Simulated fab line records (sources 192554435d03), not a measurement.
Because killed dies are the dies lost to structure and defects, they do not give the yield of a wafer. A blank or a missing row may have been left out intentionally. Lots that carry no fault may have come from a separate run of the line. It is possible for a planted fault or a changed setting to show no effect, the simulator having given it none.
fab line records	flow n5-finfet
record: lots: 13	wafers: 37	last-day: 17
route steps=1938 shown SD_EPI_P@316 SD_ACTIVATION@334 PASSIVATION@1936
lots that met no fault: taken from a fault-free run of the same line
start-h: hours from the record's opening day to when the first of the lot's shown wafers began	wait-h: hours from the lot's prior step to this one	" identical to the entry in the row above	L1.1+2: a row that stands for several wafers	- no value, or no start given	* or withheld: withheld	< > ~ a bound
route shown NAME@n: names a module that has steps shown in the file, with the first one's number in the route	usual: mean and standard deviation over wafers with no fault	same: alike in all rows	chamber/n: place in a boat	sites: the reading at each site	_std_site: the values' standard deviation	_edge_site: the outer-site mean with the inner-site mean subtracted	radius-mm: for every site, how far away it sits from the centre of the wafer	mask NAME#n: copy n	behind: tool/chamber where the wafer was last shaped	hold: what put the lot on hold/how long, in hours/how the hold closed	device: the n, p or np transistor that did not switch	end of line: the tests these same wafers got at the end of their route	a step given without rows: its recipe and nothing more	killed: the dies lost at the first sort to structure and to defects; this is not the yield of the wafer	map: per-die view of a wafer (x killed, . not killed, _ where there is no die)
set.NAME: the setting the step ran with; set.NAME@STEP: the setting that earlier step ran with	model.NAME: the simulator's own value behind a step, which no gauge read
one table for each step of the route and one row for each wafer, over a sample of lots
services: when a tool's chamber went out of use (start-h, in hours from the record's first day, below 0 if earlier), for how many hours, and the reason
== steps ==
step: N5_SD_EPI_P_STRIP_40
recipe: chemistry: N2/H2	power-w: 1000	temp-c: 250	h2-frac: 0.65	overash-fraction: 0.3	pressure-mtorr: withheld	n2-flow-sccm: 1750	h2-flow-sccm: 3250
usual: drypump-motor-current-A: 5.4/0.42	heater-power-w: 312/10	oes-product-au: 0.763/0.01
lot.wafer	tool	chamber	start-h	wait-h	drypump-motor-current-A	heater-power-w	oes-product-au	rf-hours-counter-h
L822.3	plasma-asher-01	1	55.04	0.0	4.9	310	0.751	-
L822.4	"	0	"	"	5.8	310	0.774	-
L822.5	"	1	"	"	4.9	304	0.764	-
L823.2	plasma-asher-01	0	60.41	0.0	5.8	307	0.763	37
L823.4	"	0	"	"	5.8	309	0.786	-
L823.6	"	1	"	"	4.9	299	0.766	-
L824.2	plasma-asher-02	1	70.54	0.0	5.8	305	0.772	87
L824.5	"	0	"	"	5.1	328	0.769	-
L824.6	"	1	"	"	5.8	321	0.766	-
L825.1	plasma-asher-01	1	71.39	0.0	4.9	308	0.774	39
L825.2	"	0	"	"	5.8	311	0.766	39
L825.5	"	0	"	"	5.8	308	0.775	-
L826.1	plasma-asher-01	1	78.55	0.0	4.9	299	0.757	40
L826.2	"	0	"	"	5.8	301	0.760	40
L826.6	"	1	"	"	4.9	305	0.758	-
L827.4	plasma-asher-01	0	83.84	0.0	5.8	310	0.746	-
L827.5	"	1	"	"	4.9	306	0.761	-
L828.1	plasma-asher-01	0	89.00	0.0	5.8	310	0.755	42
L828.3	"	0	"	"	5.8	303	0.754	-
L828.5	"	1	"	"	4.9	300	0.760	-
L829.2	plasma-asher-02	0	96.78	0.0	5.1	331	0.744	93
L829.4	"	1	"	"	5.7	313	0.760	-
L829.6	"	0	"	"	5.1	325	0.756	-
L833.1	plasma-asher-02	0	119.71	0.0	5.1	339	0.753	97
L833.6	"	1	"	"	5.8	312	0.767	-
L836.1	plasma-asher-01	1	137.65	0.0	4.9	307	0.786	50
L836.3	"	1	"	"	4.9	300	0.769	-
L836.6	"	1	"	"	4.9	308	0.777	-
L838.2	plasma-asher-01	0	150.62	0.0	5.8	304	0.756	53
L838.5	"	0	"	"	5.8	304	0.750	-
L838.6	"	1	"	"	4.9	309	0.776	-
L839.4	plasma-asher-01	0	157.62	0.0	5.8	305	0.764	-
L839.5	"	1	"	"	4.9	303	0.753	-
L839.6	"	0	"	"	5.8	299	0.761	-
L845.1	plasma-asher-01	0	191.90	0.0	5.8	309	0.765	62
L845.2	"	1	"	"	4.9	301	0.761	62
L845.6	"	1	"	"	4.9	306	0.778	-
step: N5_SD_EPI_P_EPI_21
recipe: material: SiGe:B	dopant: B	temp-c: 550	pressure-torr: 20	ambient: H2	time-s: 355
lot.wafer	tool	chamber	start-h	wait-h
L822.3+4+5	epi-rpcvd-02	0	56.62	1.1
L823.2+4+6	epi-rpcvd-01	0	61.29	0.5
L824.2+5+6	epi-rpcvd-02	0	71.42	0.5
L825.1+2+5	epi-rpcvd-01	0	71.91	0.1
L826.1+2+6	epi-rpcvd-03	0	79.19	0.2
L827.4+5	epi-rpcvd-02	0	85.41	1.1
L828.1+3+5	epi-rpcvd-01	0	89.52	0.1
L829.2+4+6	epi-rpcvd-03	0	97.90	0.6
L833.1+6	epi-rpcvd-01	0	120.23	0.1
L836.1+3+6	epi-rpcvd-01	0	138.17	0.1
L838.2+5+6	epi-rpcvd-01	0	151.50	0.5
L839.4+5+6	epi-rpcvd-01	0	159.20	1.1
L845.1+2+6	epi-rpcvd-03	0	192.42	0.1
step: N5_SD_EPI_P_EPI_MEAS_23
recipe: mode: xrd
usual: thk-nm: 61.0/1.3
lot.wafer	tool	chamber	start-h	wait-h	thk-nm
L822.3	film-metro-02	-	58.58	1.5	61.6
L822.4	"	-	"	"	60.7
L822.5	"	-	"	"	61.4
L823.2	film-metro-02	-	63.14	1.5	60.7
L823.4	"	-	"	"	60.8
L823.6	"	-	"	"	61.6
L824.2	film-metro-01	-	73.25	1.5	63.8
L824.5	"	-	"	"	62.6
L824.6	"	-	"	"	62.8
L825.1	film-metro-02	-	74.10	1.8	59.0
L825.2	"	-	"	"	62.0
L825.5	"	-	"	"	59.1
L826.1	film-metro-02	-	82.11	2.4	59.2
L826.2	"	-	"	"	59.5
L826.6	"	-	"	"	61.8
L827.4	film-metro-01	-	86.54	0.8	61.3
L827.5	"	-	"	"	62.1
L828.1	film-metro-02	-	91.72	1.8	60.8
L828.3	"	-	"	"	62.0
L828.5	"	-	"	"	61.2
L829.2	film-metro-01	-	100.34	2.0	61.9
L829.4	"	-	"	"	61.8
L829.6	"	-	"	"	62.1
L833.1	film-metro-01	-	122.42	1.8	59.9
L833.6	"	-	"	"	62.1
L836.1	film-metro-02	-	140.36	1.8	61.1
L836.3	"	-	"	"	61.0
L836.6	"	-	"	"	61.5
L838.2	film-metro-01	-	153.35	1.5	56.6
L838.5	"	-	"	"	56.1
L838.6	"	-	"	"	56.6
L839.4	film-metro-01	-	160.32	0.8	57.2
L839.5	"	-	"	"	58.0
L839.6	"	-	"	"	55.4
L845.1	film-metro-01	-	194.63	1.9	62.2
L845.2	"	-	"	"	59.8
L845.6	"	-	"	"	60.5
step: N5_SD_EPI_P_INSPECT_26
recipe: inspect-instrument: darkfield	mode: post-epi
usual: raw-defect-count: 165/37
lot.wafer	tool	chamber	start-h	wait-h	raw-defect-count
L822.3	defect-inspect-01	-	58.75	0.0	163
L822.4	"	-	"	"	119
L822.5	"	-	"	"	186
L823.2	defect-inspect-01	-	63.31	0.0	164
L823.4	"	-	"	"	139
L823.6	"	-	"	"	151
L824.2	defect-inspect-02	-	73.43	0.0	122
L824.5	"	-	"	"	121
L824.6	"	-	"	"	112
L825.1	defect-inspect-02	-	74.33	0.0	186
L825.2	"	-	"	"	247
L825.5	"	-	"	"	190
L826.1	defect-inspect-01	-	82.28	0.0	95
L826.2	"	-	"	"	190
L826.6	"	-	"	"	126
L827.4	defect-inspect-01	-	86.72	0.0	210
L827.5	"	-	"	"	133
L828.1	defect-inspect-02	-	91.89	0.0	134
L828.3	"	-	"	"	154
L828.5	"	-	"	"	190
L829.2	defect-inspect-02	-	100.51	0.0	148
L829.4	"	-	"	"	155
L829.6	"	-	"	"	176
L833.1	defect-inspect-01	-	122.60	0.0	158
L833.6	"	-	"	"	131
L836.1	defect-inspect-02	-	140.54	0.0	209
L836.3	"	-	"	"	227
L836.6	"	-	"	"	195
L838.2	defect-inspect-02	-	153.53	0.0	142
L838.5	"	-	"	"	210
L838.6	"	-	"	"	188
L839.4	defect-inspect-02	-	160.49	0.0	154
L839.5	"	-	"	"	150
L839.6	"	-	"	"	167
L845.1	defect-inspect-01	-	194.82	0.0	191
L845.2	"	-	"	"	172
L845.6	"	-	"	"	260
step: N5_SD_ACTIVATION_INSPECT_02
recipe: inspect-instrument: darkfield	mode: post-anneal
usual: raw-defect-count: 165/37
lot.wafer	tool	chamber	start-h	wait-h	raw-defect-count
L822.3	defect-inspect-02	-	59.50	0.1	155
L822.4	"	-	"	"	124
L822.5	"	-	"	"	165
L823.2	defect-inspect-01	-	64.07	0.2	157
L823.4	"	-	"	"	134
L823.6	"	-	"	"	159
L824.2	defect-inspect-01	-	74.18	0.1	126
L824.5	"	-	"	"	108
L824.6	"	-	"	"	107
L825.1	defect-inspect-02	-	75.18	0.2	203
L825.2	"	-	"	"	238
L825.5	"	-	"	"	169
L826.1	defect-inspect-01	-	83.03	0.2	93
L826.2	"	-	"	"	189
L826.6	"	-	"	"	127
L827.4	defect-inspect-02	-	87.48	0.1	203
L827.5	"	-	"	"	133
L828.1	defect-inspect-01	-	92.68	0.2	141
L828.3	"	-	"	"	150
L828.5	"	-	"	"	199
L829.2	defect-inspect-01	-	101.30	0.1	167
L829.4	"	-	"	"	155
L829.6	"	-	"	"	191
L833.1	defect-inspect-01	-	123.35	0.2	153
L833.6	"	-	"	"	131
L836.1	defect-inspect-02	-	141.45	0.2	214
L836.3	"	-	"	"	220
L836.6	"	-	"	"	198
L838.2	defect-inspect-02	-	154.42	0.1	156
L838.5	"	-	"	"	213
L838.6	"	-	"	"	182
L839.4	defect-inspect-02	-	161.42	0.1	154
L839.5	"	-	"	"	156
L839.6	"	-	"	"	161
L845.1	defect-inspect-01	-	195.72	0.2	202
L845.2	"	-	"	"	160
L845.6	"	-	"	"	263
step: N5_PASSIVATION_PROBE_49
usual: killed_at_M0_to_M3: 35/11	killed_at_M4_up: 13/5.7	killed-at-contacts: 12/5.7	killed-at-front-end: 40/11	killed-at-other: 4/4.4	killed-dies: 105/18	killed-open: 68/14	killed-short: 34/7.4
same: gross-dies: 1180	killed-at-back-side: 0
lot.wafer	tool	chamber	start-h	wait-h	killed_at_M0_to_M3	killed_at_M4_up	killed-at-contacts	killed-at-front-end	killed-at-other	killed-dies	killed-open	killed-short
L822.3	prober-02	-	261.83	0.9	36	10	12	48	23	129	71	46
L822.4	prober-02	-	261.88	0.9	32	14	2	40	10	98	61	32
L822.5	prober-02	-	261.93	1.0	52	26	10	29	5	122	84	37
L823.2	prober-01	-	268.49	0.1	26	16	5	42	14	103	66	36
L823.4	prober-01	-	268.59	0.2	31	28	2	56	13	130	94	36
L823.6	prober-01	-	268.69	0.3	31	26	11	35	12	115	87	26
L825.1	prober-01	-	268.74	0.0	28	18	16	57	7	126	86	39
L825.2	prober-01	-	268.79	0.1	54	24	8	36	1	123	87	36
L825.5	prober-01	-	268.94	0.2	42	13	9	54	2	120	83	36
L826.1	prober-01	-	282.14	0.0	35	13	27	56	2	133	111	21
L826.2	prober-01	-	282.19	0.1	34	20	19	49	3	125	80	42
L826.6	prober-01	-	282.39	0.3	26	12	6	43	2	89	69	20
L824.2	prober-01	-	282.71	0.1	50	10	8	36	4	108	66	40
L824.5	prober-01	-	282.86	0.2	32	5	8	30	10	85	54	23
L824.6	prober-01	-	282.91	0.3	47	10	13	32	0	102	69	32
L828.1	prober-01	-	291.32	0.0	39	10	14	20	12	95	57	37
L828.3	prober-01	-	291.42	0.1	31	26	16	45	6	124	84	39
L828.5	prober-01	-	291.52	0.2	37	21	18	37	7	120	85	29
L827.4	prober-02	-	296.20	0.2	39	17	17	43	0	116	88	28
L827.5	prober-02	-	296.25	0.2	41	15	6	32	8	102	64	28
L829.2	prober-01	-	313.18	0.1	40	11	16	55	1	123	84	31
L829.4	prober-01	-	313.28	0.2	31	21	8	51	2	113	82	29
L829.6	prober-01	-	313.38	0.3	47	6	5	53	3	114	58	51
L833.1	prober-02	-	332.75	0.0	16	9	3	27	5	60	38	22
L833.6	prober-02	-	333.00	0.3	11	15	12	30	1	69	46	22
L836.1	prober-02	-	356.17	0.0	34	17	10	50	1	112	76	34
L836.3	prober-02	-	356.27	0.1	51	17	6	43	3	120	75	42
L836.6	prober-02	-	356.42	0.3	41	7	15	34	6	103	66	37
L839.4	prober-02	-	363.79	0.6	39	6	7	30	15	97	51	34
L839.5	prober-02	-	363.84	0.7	30	4	18	30	2	84	55	27
L839.6	prober-02	-	363.89	0.7	49	11	8	37	41	146	57	45
L838.2	prober-02	-	367.64	0.1	25	16	11	55	6	113	70	34
L838.5	prober-02	-	367.79	0.2	34	13	9	67	0	123	73	41
L838.6	prober-02	-	367.84	0.3	27	10	22	32	0	91	57	34
L845.1	prober-02	-	405.36	0.0	26	10	12	49	6	103	61	31
L845.2	prober-02	-	405.41	0.1	41	5	16	27	0	89	68	21
L845.6	prober-02	-	405.61	0.3	32	9	21	47	4	113	68	39
killed by level:class
L822.3 GATE_CUT:geometric-particle:short=7 BEOL_M0_SAQP:geometric-particle:open=7 BEOL_M1:geometric-particle:short=7 HKMG_FIN:area-etch=7 FIN_SAQP:geometric-particle:open=6 DUMMY_GATE:geometric-particle:open=6 BEOL_M2:geometric-particle:open=6 GATE_CUT:geometric-particle:open=6
L822.4 FIN_SAQP:geometric-particle:open=16 FIN_SAQP:geometric-particle:short=8 BEOL_M3:geometric-particle:open=8 BEOL_M0_SAQP:geometric-particle:open=5 BEOL_M4:geometric-particle:open=5 DUMMY_GATE:geometric-particle:open=4 BEOL_M0_SAQP:geometric-particle:short=4 BEOL_M0:geometric-particle:open=4
L822.5 BEOL_M3:geometric-particle:open=14 BEOL_M5:geometric-particle:open=11 BEOL_M0_SAQP:geometric-particle:open=10 MOL_CONTACT_COAG:geometric-particle:open=8 BEOL_M1:geometric-particle:short=8 FIN_SAQP:geometric-particle:open=5 STI_FIN_REVEAL:geometric-particle:open=5 BEOL_M1:geometric-particle:open=5
L823.2 STI_FIN_REVEAL:geometric-particle:open=17 BEOL_M1:geometric-particle:open=10 BEOL_M4:geometric-particle:open=8 PAD_METAL:geometric-particle:short=8 BEOL_M0_SAQP:geometric-particle:short=6 FIN_SAQP:geometric-particle:open=5 PAD_METAL:geometric-particle:open=5 STARTING-WAFER:geometric-particle:short=5
L823.4 BEOL_M4:geometric-particle:open=17 FIN_SAQP:geometric-particle:open=14 STI_FIN_REVEAL:geometric-particle:open=9 BEOL_M0_SAQP:geometric-particle:open=9 BEOL_M0_SAQP:geometric-particle:short=8 STARTING-WAFER:geometric-particle:short=6 FIN_SAQP:geometric-particle:short=5 DUMMY_GATE:geometric-particle:open=5
L823.6 BEOL_M4:geometric-particle:open=15 BEOL_M1:geometric-particle:open=12 FIN_SAQP:geometric-particle:open=10 FIN_SAQP:geometric-particle:short=9 MOL_CONTACT_COAG:geometric-particle:open=8 STI_FIN_REVEAL:geometric-particle:open=7 BEOL_M0:geometric-particle:open=5 BEOL_M2:geometric-particle:open=4
L825.1 STI_FIN_REVEAL:geometric-particle:open=23 FIN_SAQP:geometric-particle:open=11 BEOL_M0_SAQP:geometric-particle:open=11 MOL_CONTACT_COAG:geometric-particle:open=9 BEOL_M4:geometric-particle:open=9 MOL_CONTACT_COAG:geometric-particle:short=7 BEOL_M0_SAQP:geometric-particle:short=6 STI_FIN_REVEAL:geometric-particle:short=5
L825.2 BEOL_M4:geometric-particle:open=14 FIN_SAQP:geometric-particle:open=11 BEOL_M0_SAQP:geometric-particle:short=11 BEOL_M1:geometric-particle:open=10 BEOL_M3:geometric-particle:open=10 BEOL_M0_SAQP:geometric-particle:open=9 STI_FIN_REVEAL:geometric-particle:open=7 MOL_CONTACT_COAG:geometric-particle:open=7
L825.5 BEOL_M3:geometric-particle:open=19 FIN_SAQP:geometric-particle:open=18 STI_FIN_REVEAL:geometric-particle:open=7 BEOL_M4:geometric-particle:open=6 MOL_CONTACT_COAG:geometric-particle:open=6 BEOL_M1:geometric-particle:open=6 STI_FIN_REVEAL:geometric-particle:short=5 GATE_CUT:geometric-particle:short=5
L826.1 MOL_CONTACT_COAG:geometric-particle:open=24 STI_FIN_REVEAL:geometric-particle:open=18 FIN_SAQP:geometric-particle:open=16 BEOL_M2:geometric-particle:open=10 BEOL_M1:geometric-particle:open=9 FIN_SAQP:geometric-particle:short=6 BEOL_M0_SAQP:geometric-particle:open=6 BEOL_M0_SAQP:geometric-particle:short=5
L826.2 MOL_CONTACT_COAG:geometric-particle:open=14 FIN_SAQP:geometric-particle:short=11 STI_FIN_REVEAL:geometric-particle:open=11 BEOL_M1:geometric-particle:open=10 BEOL_M0_SAQP:geometric-particle:open=7 BEOL_M4:geometric-particle:open=7 BEOL_M0_SAQP:geometric-particle:short=6 MOL_CONTACT_COAG:geometric-particle:short=5
L826.6 STI_FIN_REVEAL:geometric-particle:open=16 DUMMY_GATE:geometric-particle:open=7 BEOL_M0_SAQP:geometric-particle:open=7 FIN_SAQP:geometric-particle:open=6 MOL_CONTACT_COAG:geometric-particle:open=6 BEOL_M0_SAQP:geometric-particle:short=6 BEOL_M3:geometric-particle:open=5 STI_FIN_REVEAL:geometric-particle:short=4
L824.2 BEOL_M0_SAQP:geometric-particle:short=14 BEOL_M0_SAQP:geometric-particle:open=9 BEOL_M2:geometric-particle:open=9 STI_FIN_REVEAL:geometric-particle:open=7 FIN_SAQP:geometric-particle:open=6 MOL_CONTACT_COAG:geometric-particle:open=5 BEOL_M3:geometric-particle:open=5 FIN_SAQP:geometric-particle:short=4
L824.5 STI_FIN_REVEAL:geometric-particle:open=14 BEOL_M0_SAQP:geometric-particle:short=9 BEOL_M3:geometric-particle:open=7 MIM_TOP_ETCH:area-etch=7 MOL_CONTACT_COAG:geometric-particle:open=6 BEOL_M0_SAQP:geometric-particle:open=5 FIN_SAQP:geometric-particle:open=3 DUMMY_GATE:geometric-particle:open=3
L824.6 BEOL_M2:geometric-particle:open=15 FIN_SAQP:geometric-particle:short=14 BEOL_M3:geometric-particle:open=14 MOL_CONTACT_COAG:geometric-particle:open=13 BEOL_M0_SAQP:geometric-particle:short=9 STI_FIN_REVEAL:geometric-particle:open=7 BEOL_M0_SAQP:geometric-particle:open=3 BEOL_M6:geometric-particle:open=3
L828.1 BEOL_M0_SAQP:geometric-particle:short=12 MOL_CONTACT_COAG:geometric-particle:open=11 BEOL_M0_SAQP:geometric-particle:open=9 BEOL_M1:geometric-particle:open=8 STI_FIN_REVEAL:geometric-particle:open=5 PASS1_CAP:geometric-particle:short=3 DUMMY_GATE:geometric-particle:open=3 MOL_CONTACT_COAG:geometric-particle:short=3
L828.3 DUMMY_GATE:geometric-particle:open=10 MOL_CONTACT_COAG:geometric-particle:open=10 BEOL_M4:geometric-particle:open=10 FIN_SAQP:geometric-particle:open=7 BEOL_M3:geometric-particle:open=7 BEOL_M8:geometric-particle:open=7 FIN_SAQP:geometric-particle:short=6 STARTING-WAFER:geometric-particle:open=6
L828.5 MOL_CONTACT_COAG:geometric-particle:open=16 BEOL_M3:geometric-particle:open=10 BEOL_M1:geometric-particle:open=9 BEOL_M4:geometric-particle:open=9 FIN_SAQP:geometric-particle:open=4 DUMMY_GATE:geometric-particle:open=4 BEOL_M0_SAQP:geometric-particle:short=4 STARTING-WAFER:geometric-particle:open=4
L827.4 MOL_CONTACT_COAG:geometric-particle:open=17 BEOL_M0_SAQP:geometric-particle:open=10 BEOL_M3:geometric-particle:open=10 FIN_SAQP:geometric-particle:open=9 BEOL_M4:geometric-particle:open=9 STI_FIN_REVEAL:geometric-particle:open=8 BEOL_M0:geometric-particle:open=7 GATE_CUT:geometric-particle:short=6
L827.5 BEOL_M3:geometric-particle:open=9 BEOL_M0_SAQP:geometric-particle:open=8 MIM_TOP_ETCH:area-etch=8 STI_FIN_REVEAL:geometric-particle:open=7 FIN_SAQP:geometric-particle:open=6 BEOL_M2:geometric-particle:open=6 STARTING-WAFER:geometric-particle:open=6 MOL_CONTACT_COAG:geometric-particle:open=5
L829.2 MOL_CONTACT_COAG:geometric-particle:open=16 FIN_SAQP:geometric-particle:open=14 STI_FIN_REVEAL:geometric-particle:open=11 BEOL_M3:geometric-particle:open=10 BEOL_M0_SAQP:geometric-particle:open=10 BEOL_M0_SAQP:geometric-particle:short=6 HKMG_FIN:area-etch=6 GATE_CUT:geometric-particle:open=5
L829.4 FIN_SAQP:geometric-particle:open=14 BEOL_M4:geometric-particle:open=10 BEOL_M3:geometric-particle:open=9 STI_FIN_REVEAL:geometric-particle:open=8 BEOL_M2:geometric-particle:open=7 FIN_SAQP:geometric-particle:short=6 STARTING-WAFER:geometric-particle:open=6 MOL_CONTACT_COAG:geometric-particle:open=5
L829.6 FIN_SAQP:geometric-particle:short=19 BEOL_M0_SAQP:geometric-particle:short=8 BEOL_M0_SAQP:geometric-particle:open=8 BEOL_M3:geometric-particle:open=8 BEOL_M1:geometric-particle:open=7 FIN_SAQP:geometric-particle:open=7 DUMMY_GATE:geometric-particle:open=4 GATE_CUT:geometric-particle:short=4
L833.1 BEOL_M1:geometric-particle:open=8 FIN_SAQP:geometric-particle:short=7 FIN_SAQP:geometric-particle:open=5 BEOL_M4:geometric-particle:open=4 BEOL_M0_SAQP:geometric-particle:short=3 BEOL_M0_SAQP:geometric-particle:open=3 STARTING-WAFER:geometric-particle:open=3 STI_FIN_REVEAL:geometric-particle:open=2
L833.6 MOL_CONTACT_COAG:geometric-particle:open=10 BEOL_M4:geometric-particle:open=9 STI_FIN_REVEAL:geometric-particle:open=8 FIN_SAQP:geometric-particle:short=7 BEOL_M0_SAQP:geometric-particle:open=4 FIN_SAQP:geometric-particle:open=3 STI_FIN_REVEAL:geometric-particle:short=3 BEOL_M2:geometric-particle:open=3
L836.1 FIN_SAQP:geometric-particle:open=13 MOL_CONTACT_COAG:geometric-particle:open=9 FIN_SAQP:geometric-particle:short=8 STI_FIN_REVEAL:geometric-particle:open=8 BEOL_M3:geometric-particle:open=7 BEOL_M4:geometric-particle:open=7 ILD0:geometric-particle:short=6 BEOL_M0_SAQP:geometric-particle:short=6
L836.3 BEOL_M0_SAQP:geometric-particle:short=13 BEOL_M0_SAQP:geometric-particle:open=12 FIN_SAQP:geometric-particle:open=10 BEOL_M1:geometric-particle:open=10 BEOL_M4:geometric-particle:open=10 GATE_CUT:geometric-particle:short=9 BEOL_M2:geometric-particle:open=7 DUMMY_GATE:geometric-particle:open=6
L836.6 FIN_SAQP:geometric-particle:open=19 MOL_CONTACT_COAG:geometric-particle:open=11 BEOL_M3:geometric-particle:open=10 BEOL_M0_SAQP:geometric-particle:short=7 BEOL_M2:geometric-particle:open=7 BEOL_M0_SAQP:geometric-particle:open=6 FIN_SAQP:geometric-particle:short=5 BEOL_M0:geometric-particle:open=5
L839.4 BEOL_M0_SAQP:geometric-particle:short=9 BEOL_M0_SAQP:geometric-particle:open=9 BEOL_M1:geometric-particle:open=7 MOL_CONTACT_COAG:geometric-particle:open=6 BEOL_M2:geometric-particle:open=6 FIN_SAQP:geometric-particle:short=5 MIM_TOP_ETCH:area-etch=5 HKMG_FIN:area-etch=5
L839.5 MOL_CONTACT_COAG:geometric-particle:open=15 DUMMY_GATE:geometric-particle:open=8 BEOL_M0_SAQP:geometric-particle:open=7 BEOL_M0_SAQP:geometric-particle:short=6 BEOL_M1:geometric-particle:open=6 GATE_CUT:geometric-particle:short=5 STI_FIN_REVEAL:geometric-particle:open=4 BEOL_M1:geometric-particle:short=4
L839.6 PASSIVATION:area-etch=32 BEOL_M0_SAQP:geometric-particle:short=19 BEOL_M0_SAQP:geometric-particle:open=16 BEOL_M2:geometric-particle:open=7 MOL_CONTACT_COAG:geometric-particle:open=7 HKMG_FIN:area-etch=5 STI_FIN_REVEAL:geometric-particle:open=4 STARTING-WAFER:geometric-particle:short=4
L838.2 FIN_SAQP:geometric-particle:open=13 BEOL_M4:geometric-particle:open=11 HKMG_FIN:area-etch=9 FIN_SAQP:geometric-particle:short=8 MOL_CONTACT_COAG:geometric-particle:open=8 BEOL_M1:geometric-particle:open=7 STI_FIN_REVEAL:geometric-particle:open=5 ILD0:geometric-particle:open=5
L838.5 FIN_SAQP:geometric-particle:short=14 BEOL_M1:geometric-particle:open=13 FIN_SAQP:geometric-particle:open=12 HKMG_FIN:area-etch=9 GATE_CUT:geometric-particle:short=8 STI_FIN_REVEAL:geometric-particle:open=7 MOL_CONTACT_COAG:geometric-particle:open=7 BEOL_M4:geometric-particle:open=7
L838.6 FIN_SAQP:geometric-particle:short=18 MOL_CONTACT_COAG:geometric-particle:open=17 BEOL_M1:geometric-particle:open=8 FIN_SAQP:geometric-particle:open=7 BEOL_M0_SAQP:geometric-particle:open=6 MOL_CONTACT_COAG:geometric-particle:short=5 BEOL_M0_SAQP:geometric-particle:short=4 BEOL_M4:geometric-particle:open=4
L845.1 BEOL_M3:geometric-particle:open=13 STI_FIN_REVEAL:geometric-particle:open=12 FIN_SAQP:geometric-particle:open=8 FIN_SAQP:geometric-particle:short=8 MOL_CONTACT_COAG:geometric-particle:open=8 HKMG_FIN:area-etch=8 BEOL_M2:geometric-particle:open=5 GATE_CUT:geometric-particle:short=4
L845.2 BEOL_M3:geometric-particle:open=17 MOL_CONTACT_COAG:geometric-particle:open=10 FIN_SAQP:geometric-particle:open=8 MOL_CONTACT_COAG:geometric-particle:short=6 BEOL_M1:geometric-particle:open=6 STI_FIN_REVEAL:geometric-particle:open=5 BEOL_M2:geometric-particle:open=5 BEOL_M3:geometric-particle:short=5
L845.6 MOL_CONTACT_COAG:geometric-particle:open=14 BEOL_M3:geometric-particle:open=11 FIN_SAQP:geometric-particle:open=7 MOL_CONTACT_COAG:geometric-particle:short=7 BEOL_M2:geometric-particle:open=7 GATE_CUT:geometric-particle:short=6 GATE_CUT:geometric-particle:open=6 BEOL_M1:geometric-particle:open=6
== services ==
tool	chamber	start-h	hours	kind
plasma-asher-02	-	47.60	4.3	pm
epi-rpcvd-02	-	77.21	1.2	repair
plasma-asher-01	-	96.63	1.2	repair
epi-rpcvd-03	-	184.54	6.0	pm
== key ==
first-sign: step: N5_SD_EPI_P_EPI_MEAS_23	reading: thk-nm	direction: down	sigmas: 3.4	usual: *	struck: *
effect none on later readings
met-at N5_SD_EPI_P_EPI_21
struck-lots L838,L839
struck-wafers L838.2,L838.5,L838.6,L839.4,L839.5,L839.6
tester-left-out L838,L839
baseline-loss: step: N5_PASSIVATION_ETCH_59	wafers: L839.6
not-acting-at N5_SD_EPI_P_STRIP_40,N5_SD_EPI_P_INSPECT_26,N5_SD_ACTIVATION_INSPECT_02
onset-between 138.17 151.50
fault: kind: process-parameter-drift	tool: epi-rpcvd-01	chamber: 0	onset-h: 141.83	steps: N5_SD_EPI_P_EPI_21	channel: time-s	offset: *	shape: step	end-h: 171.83	acts-in: *	stated: *
tester-left-out: of these lots the tester's yield and bins aren't shown, on N5 and GAA mostly nor the transistor test; their killed dies are dies lost to structure and defects alone, not to doping, threshold or leakage, so they don't give the yield
baseline-loss: these wafers lose ten dies or more at that step, a loss of the line's own and not of a fault; the sort's usual values leave them out
